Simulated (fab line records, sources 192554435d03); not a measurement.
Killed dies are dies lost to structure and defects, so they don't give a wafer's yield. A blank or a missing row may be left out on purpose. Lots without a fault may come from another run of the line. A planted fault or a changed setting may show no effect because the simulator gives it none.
fab line records | flow n5_finfet
record lots=9 wafers=26 last_day=19
route steps=1938 shown BEOL_M0_SAQP@650 BEOL_M4@1111
lots that met no fault: from a run of the same line without faults
start_h: hours from the record's first day to the start of the lot's first wafer shown | wait_h: hours since the lot's step before | " the same as in the row above | L1.1+2: a row that stands for several wafers | - no value, or no start given | * or withheld: withheld | < > ~ a bound
route shown NAME@n: a module of which the file shows steps, and the number in the route of the first | usual: mean/standard deviation of fault-free wafers | same: alike in all rows | chamber/n: place in a boat | sites: the reading at each site | _std_site: their standard deviation | _edge_site: outer sites' mean less inner sites' | radius_mm: how far each site lies from the wafer's centre | mask NAME#n: copy n | behind: the tool/chamber that last shaped the wafer | hold: why the lot was held/for how many hours/how that ended | device: the transistor (n, p or np) that didn't switch | end of line: the same wafers' tests at the end of the route | a step without rows: its recipe alone | killed: dies lost to structure and defects at the first sort, not the wafer's yield | map: a wafer's dies, x killed, . not, _ none there
set.NAME: the setting as run; set.NAME@STEP: as run at that earlier step | model.NAME: the simulator's own value behind a step, which no gauge read
steps of the route over a sample of lots; a table a step, a row a wafer
services: from which hour (start_h, from the record's first day; less than 0 if before it) a tool's chamber was out of use, for how many hours, and why
## steps
# step N5_BEOL_M0_SAQP_OVL_MEAS_15
# recipe points_per_wafer=44
# usual M0_CORE_OVL=0.3/0.82
# columns lot.wafer tool chamber start_h wait_h M0_CORE_OVL[nm]
L892.1 overlay-01 0 126.22 0.0 -0.1
L892.4 " 0 " " 0.5
L892.5 " 0 " " -0.3
L897.3 overlay-01 0 162.94 0.0 1.3
L897.4 " 0 " " 2.5
L897.6 " 0 " " 1.4
L899.1 overlay-02 0 172.70 0.0 -0.1
L899.4 " 0 " " 0.2
L899.6 " 0 " " 0.7
L903.3 overlay-01 0 197.10 0.0 1.1
L903.6 " 0 " " 0.1
L904.2 overlay-02 0 201.07 0.0 -0.2
L904.3 " 0 " " -0.3
L904.6 " 0 " " 0.3
L907.1 overlay-01 0 218.39 0.0 0.4
L907.2 " 0 " " 1.6
L907.6 " 0 " " 0.9
L910.2 overlay-01 0 235.18 0.0 -0.6
L910.5 " 0 " " -0.9
L910.6 " 0 " " -1.0
L911.2 overlay-01 0 245.83 0.0 0.7
L911.4 " 0 " " -0.8
L911.5 " 0 " " 0.1
L912.2 overlay-02 0 249.12 0.0 1.3
L912.3 " 0 " " 1.4
L912.6 " 0 " " 1.0
# step N5_BEOL_M0_SAQP_MANDREL_ETCH_20
# recipe target_depth_a=600 chemistry=HBr/Cl2 target=a-Si stop_on=SiNx bt_time_s=10 mask_material=SOC over_etch_frac=0.5 time_s=30 pressure_mtorr=10 icp_w=800 bias_w=75 HBr_flow_sccm=150 Cl2_flow_sccm=80 ends=end_point
# usual drypump_motor_current_A=5.7/0.38 oes_product_au=0.775/0.0097 over_etch_frac=0.5/0 throttle_valve_pct=35.5/0.32
# columns lot.wafer tool chamber start_h wait_h drypump_motor_current_A oes_product_au over_etch_frac rf_hours_counter_h throttle_valve_pct
L892.1 rie_si-06 3 126.70 0.0 6.3 0.749 0.5 118 35.7
L892.4 " 1 " " 5.7 0.769 0.5 121 36.1
L892.5 " 3 " " 6.3 0.764 0.5 - 35.7
L897.3 rie_si-06 1 163.27 0.0 5.7 0.765 0.5 122 36.1
L897.4 " 0 " " 5.4 0.779 0.5 162 35.8
L897.6 " 2 " " 5.7 0.773 0.5 - 34.9
L899.1 rie_si-06 0 173.49 0.0 5.4 0.777 0.5 162 35.8
L899.4 " 1 " " 5.7 0.770 0.50918 122 36.1
L899.6 " 3 " " 6.3 0.771 0.5 - 35.7
L903.3 rie_si-06 3 197.45 0.0 6.3 0.759 0.50918 120 35.7
L903.6 " 0 " " 5.4 0.776 0.5 - 35.8
L904.2 rie_si-06 2 201.46 0.0 5.6 0.754 0.5 158 35.0
L904.3 " 3 " " 6.3 0.772 0.50918 120 35.7
L904.6 " 2 " " 5.7 0.769 0.5 - 34.9
L907.1 rie_si-03 3 218.72 0.0 5.5 0.790 0.5 96 35.4
L907.2 " 0 " " 5.2 0.771 0.5 4 35.8
L907.6 " 1 " " 5.3 0.775 0.5 - 35.4
L910.2 rie_si-02 1 235.76 0.0 5.6 0.774 0.5 153 35.2
L910.5 " 3 " " 5.4 0.780 0.5 - 35.7
L910.6 " 2 " " 6.3 0.777 0.5 - 35.3
L911.2 rie_si-02 1 246.16 0.0 5.6 0.776 0.5 153 35.2
L911.4 " 0 " " 5.6 0.803 0.5 9 35.4
L911.5 " 1 " " 5.6 0.786 0.5 - 35.2
L912.2 rie_si-02 1 249.49 0.0 5.6 0.776 0.5 153 35.2
L912.3 " 3 " " 5.4 0.771 0.5 94 35.7
L912.6 " 1 " " 5.6 0.779 0.5 - 35.2
# step N5_BEOL_M0_SAQP_SPACER1_ETCHBACK_99
# recipe chemistry=CHF3/O2 mode=anisotropic_etchback target=SiO2 target_depth_a=154 time_s=7.7 pressure_mtorr=30 source_w=650 bias_w=170 Ar_flow_sccm=200 CHF3_flow_sccm=50 O2_flow_sccm=5 ion_energy_ev=200
# usual CHF3_flow_sccm=49.98/0.15 O2_flow_sccm=5.000/0.014 drypump_motor_current_A=5.8/0.46 oes_product_au=0.78/0.085 rf_vpp_V=528/7.5 showerhead_plenum_p_Torr=2.41/0.088 throttle_valve_pct=19.01/0.25
# columns lot.wafer tool chamber start_h wait_h CHF3_flow_sccm O2_flow_sccm drypump_motor_current_A oes_product_au rf_hours_counter_h rf_vpp_V showerhead_plenum_p_Torr throttle_valve_pct
L892.1 rie_diel-05 1 128.00 0.3 49.93 5.020 5.6 0.69 207 528 2.49 18.94
L892.4 " 2 " " 49.71 5.023 6.0 0.79 124 518 2.52 19.32
L892.5 " 1 " " 49.91 5.002 5.6 0.69 - 527 2.49 18.94
L897.3 rie_diel-05 1 164.36 0.3 50.03 5.004 5.7 0.68 215 526 2.49 18.94
L897.4 " 2 " " 49.89 4.980 6.0 0.78 132 519 2.52 19.33
L897.6 " 0 " " 50.27 5.009 5.8 0.70 - 522 2.38 19.17
L899.1 rie_diel-05 3 174.69 0.3 50.12 5.011 5.2 0.72 198 529 2.38 18.59
L899.4 " 0 " " 49.82 4.985 5.8 0.70 248 522 2.38 19.18
L899.6 " 3 " " 49.97 5.021 5.2 0.72 - 528 2.38 18.59
L903.3 rie_diel-06 0 198.71 0.3 50.09 4.970 5.2 0.78 128 520 2.22 19.11
L903.6 " 0 " " 50.01 4.979 5.3 0.78 - 519 2.22 19.10
L904.2 rie_diel-05 2 202.90 0.4 50.07 5.012 6.0 0.75 147 519 2.51 19.36
L904.3 " 3 " " 49.96 4.983 5.2 0.71 209 529 2.38 18.62
L904.6 " 1 " " 49.92 5.006 5.7 0.67 - 526 2.48 18.96
L907.1 rie_diel-02 1 220.29 0.5 49.90 5.001 6.6 0.88 37 543 2.54 18.71
L907.2 " 3 " " 49.96 4.984 5.2 0.88 52 526 2.45 19.17
L907.6 " 2 " " 49.94 5.001 5.3 0.80 - 540 2.33 18.96
L910.2 rie_diel-06 2 238.62 0.3 50.02 4.996 6.1 0.89 32 531 2.44 18.98
L910.5 " 1 " " 49.91 4.998 6.5 0.75 - 522 2.39 19.28
L910.6 " 2 " " 50.34 4.994 6.1 0.89 - 532 2.44 18.97
L911.2 rie_diel-02 2 247.54 0.5 49.82 5.023 5.3 0.79 138 539 2.33 18.97
L911.4 " 0 " " 50.02 5.002 6.1 0.95 8 524 2.48 18.35
L911.5 " 2 " " 50.16 4.998 5.3 0.79 - 539 2.33 18.99
L912.2 rie_diel-02 3 250.69 0.3 49.96 5.018 5.2 0.87 63 525 2.44 19.17
L912.3 " 0 " " 49.77 5.005 6.2 0.94 10 526 2.48 18.34
L912.6 " 2 " " 49.94 5.008 5.3 0.79 - 538 2.33 18.99
# step N5_BEOL_M0_SAQP_ETCH_101
# recipe chemistry=CH3F/O2 target=SiNx mask_material=SiO2 target_depth_a=299 time_s=42.7 pressure_mtorr=30 source_w=395 bias_w=73 Ar_flow_sccm=150 CH3F_flow_sccm=30 O2_flow_sccm=20 ion_energy_ev=120
# usual O2_flow_sccm=20.00/0.056 drypump_motor_current_A=5.8/0.49 oes_product_au=0.80/0.093 rf_vpp_V=300/4.7 showerhead_plenum_p_Torr=2.00/0.081 throttle_valve_pct=16.46/0.22
# columns lot.wafer tool chamber start_h wait_h O2_flow_sccm drypump_motor_current_A oes_product_au rf_hours_counter_h rf_vpp_V showerhead_plenum_p_Torr throttle_valve_pct
L892.1 rie_diel-06 0 128.23 0.0 20.00 5.2 0.80 106 295 1.85 16.54
L892.4 " 0 " " 19.99 5.2 0.79 - 295 1.85 16.54
L892.5 " 3 " " 20.08 6.0 0.71 - 308 1.92 16.66
L897.3 rie_diel-06 2 164.60 0.0 20.10 6.1 0.95 6 301 2.04 16.35
L897.4 " 3 " " 20.05 6.0 0.71 192 307 1.91 16.67
L897.6 " 2 " " 20.10 6.1 0.95 - 301 2.04 16.35
L899.1 rie_diel-05 2 174.92 0.0 20.04 6.0 0.77 135 293 2.09 16.76
L899.4 " 0 " " 20.01 5.8 0.70 248 298 1.97 16.67
L899.6 " 0 " " 20.05 5.8 0.69 - 298 1.97 16.67
L903.3 rie_diel-06 0 198.95 0.0 20.02 5.3 0.78 128 295 1.84 16.58
L903.6 " 1 " " 19.94 6.4 0.75 - 295 1.99 16.70
L904.2 rie_diel-02 2 203.14 0.0 20.07 5.3 0.81 120 307 1.93 16.38
L904.3 " 3 " " 20.00 5.3 0.89 43 299 2.03 16.55
L904.6 " 1 " " 19.98 6.6 0.90 - 307 2.12 16.12
L907.1 rie_diel-02 2 220.79 0.3 19.92 5.3 0.81 129 307 1.93 16.41
L907.2 " 3 " " 20.10 5.2 0.88 52 298 2.03 16.58
L907.6 " 1 " " 20.11 6.6 0.88 - 308 2.11 16.12
L910.2 rie_diel-06 0 238.89 0.1 20.01 5.3 0.76 144 294 1.83 16.62
L910.5 " 1 " " 20.01 6.5 0.75 - 297 1.98 16.72
L910.6 " 2 " " 19.99 6.1 0.88 - 302 2.03 16.40
L911.2 rie_diel-06 2 248.05 0.3 20.01 6.1 0.89 34 302 2.03 16.42
L911.4 " 1 " " 20.06 6.5 0.74 193 297 1.98 16.74
L911.5 " 0 " " 19.97 5.3 0.75 - 296 1.83 16.62
L912.2 rie_diel-06 2 250.92 0.0 19.96 6.1 0.88 35 302 2.03 16.42
L912.3 " 3 " " 20.07 6.0 0.68 221 308 1.90 16.72
L912.6 " 1 " " 19.96 6.5 0.73 - 295 1.98 16.73
# step N5_BEOL_M4_RC_MEAS_101
# usual DIBL_N=35.8/1.7 DIBL_P=35.3/2 IOFF_N=0.150/0.026 IOFF_P=0.194/0.029 ION_N=667/11 ION_P=456/7.1 SS_N=71.4/0.65 SS_P=73.1/0.64 VT_N=251/3 VT_P=-252/3.2
# columns lot.wafer tool chamber start_h wait_h DIBL_N[mV/V] DIBL_P[mV/V] IOFF_N[nA/um] IOFF_P[nA/um] ION_N[uA/um] ION_P[uA/um] SS_N[mV/dec] SS_P[mV/dec] VT_N[mV] VT_P[mV]
L892.1 prober-02 0 239.13 0.0 36.3 39.2 0.181 0.208 679 459 71.7 73.6 248 -252
L892.4 " 0 " " 35.5 38.0 0.148 0.189 659 453 72.0 73.9 249 -253
L892.5 " 0 " " 35.1 37.0 0.158 0.186 675 458 71.8 72.7 252 -253
L897.3 prober-01 0 273.25 0.3 36.8 35.8 0.160 0.220 670 466 71.6 73.3 251 -246
L897.4 " 0 " " 36.0 34.6 0.148 0.216 672 463 71.1 73.3 250 -245
L897.6 " 0 " " 36.3 36.0 0.154 0.232 666 463 71.7 73.3 250 -246
L899.1 prober-02 0 276.82 0.0 33.9 32.9 0.124 0.169 660 451 71.0 72.6 254 -252
L899.4 " 0 " " 35.7 34.6 0.149 0.199 673 465 70.5 72.7 252 -251
L899.6 " 0 " " 36.5 34.1 0.156 0.182 665 450 70.8 72.6 251 -254
L904.2 prober-02 0 313.86 0.2 36.2 37.5 0.165 0.234 667 458 71.4 74.2 244 -247
L904.3 " 0 " " 37.0 36.5 0.162 0.206 678 464 71.6 73.9 249 -249
L904.6 " 0 " " 35.2 35.8 0.137 0.201 659 459 71.2 73.3 250 -250
L903.3 prober-01 0 317.98 0.3 36.9 34.6 0.161 0.204 677 466 71.9 73.9 249 -251
L903.6 " 0 " " 37.8 34.8 0.171 0.199 688 464 72.1 73.1 248 -250
L907.1 prober-02 0 327.20 0.0 36.4 34.8 0.156 0.168 648 436 72.4 73.4 254 -253
L907.2 " 0 " " 35.6 34.5 0.137 0.160 665 450 71.5 73.4 251 -254
L907.6 " 0 " " 38.0 37.2 0.190 0.194 679 455 72.3 74.3 248 -253
L910.2 prober-01 0 344.32 0.2 34.3 34.8 0.117 0.170 668 463 70.9 73.4 255 -253
L910.5 " 0 " " 36.6 37.6 0.153 0.217 666 458 71.9 73.2 253 -251
L910.6 " 0 " " 34.5 35.9 0.129 0.184 674 463 71.3 73.1 252 -253
L911.2 prober-02 0 347.74 0.2 37.6 35.2 0.177 0.217 680 463 71.3 73.9 248 -248
L911.4 " 0 " " 36.5 35.3 0.159 0.212 669 461 70.4 72.7 250 -250
L911.5 " 0 " " 36.8 36.0 0.167 0.225 679 464 71.2 73.7 250 -252
L912.2 prober-02 0 349.58 0.2 36.4 37.8 0.167 0.192 676 457 71.4 73.8 247 -252
L912.3 " 0 " " 32.1 30.6 0.103 0.114 649 443 70.6 71.6 255 -260
L912.6 " 0 " " 38.1 38.0 0.195 0.186 674 452 72.7 73.5 247 -255
## services
# columns tool chamber start_h hours kind
rie_diel-06 0 117.80 3.6 repair
rie_diel-06 2 121.62 - clean
rie_diel-06 2 121.62 - consumable_replace:focus_ring
rie_diel-06 2 121.62 13.3 scheduled_down
rie_diel-06 2 121.62 13.3 vent_cycle
rie_diel-02 - 145.67 1.1 repair
rie_si-02 3 174.52 23.4 repair
rie_si-02 0 175.83 7.0 repair
rie_diel-06 3 177.16 1.4 repair
rie_diel-05 0 186.26 - clean
rie_diel-05 0 186.26 - consumable_replace:focus_ring
rie_diel-05 0 186.26 17.9 scheduled_down
rie_diel-05 0 186.26 17.9 vent_cycle
rie_diel-06 1 192.14 6.6 repair
rie_si-02 0 193.10 3.9 repair
rie_diel-02 0 198.85 - clean
rie_diel-02 0 198.85 - consumable_replace:focus_ring
rie_diel-02 0 198.85 22.0 scheduled_down
rie_diel-02 0 198.85 22.0 vent_cycle
rie_diel-06 3 210.04 5.9 repair
rie_diel-05 - 215.11 2.8 pm
rie_si-06 - 218.94 2.8 pm
rie_si-02 0 232.10 4.7 repair
## key
first_sign step=N5_BEOL_M0_SAQP_MANDREL_ETCH_20 reading=over_etch_frac direction=up sigmas=99+ usual=0.5 struck=0.50918
effect none on later readings
met_at N5_BEOL_M0_SAQP_MANDREL_ETCH_20
struck_lots L899,L903,L904
struck_wafers L899.4,L903.3,L904.3
not_acting_at N5_BEOL_M0_SAQP_OVL_MEAS_15,N5_BEOL_M0_SAQP_SPACER1_ETCHBACK_99,N5_BEOL_M0_SAQP_ETCH_101
onset_between 163.27 173.49
fault kind=process_parameter_drift tool=rie_si-06 chamber=- onset_h=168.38 steps=N5_BEOL_M0_SAQP_MANDREL_ETCH_20 channel=over_etch_frac offset=0.0091767 shape=step end_h=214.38 scope=struck_wafers_only acts_in=these_recipes_only stated=0.5
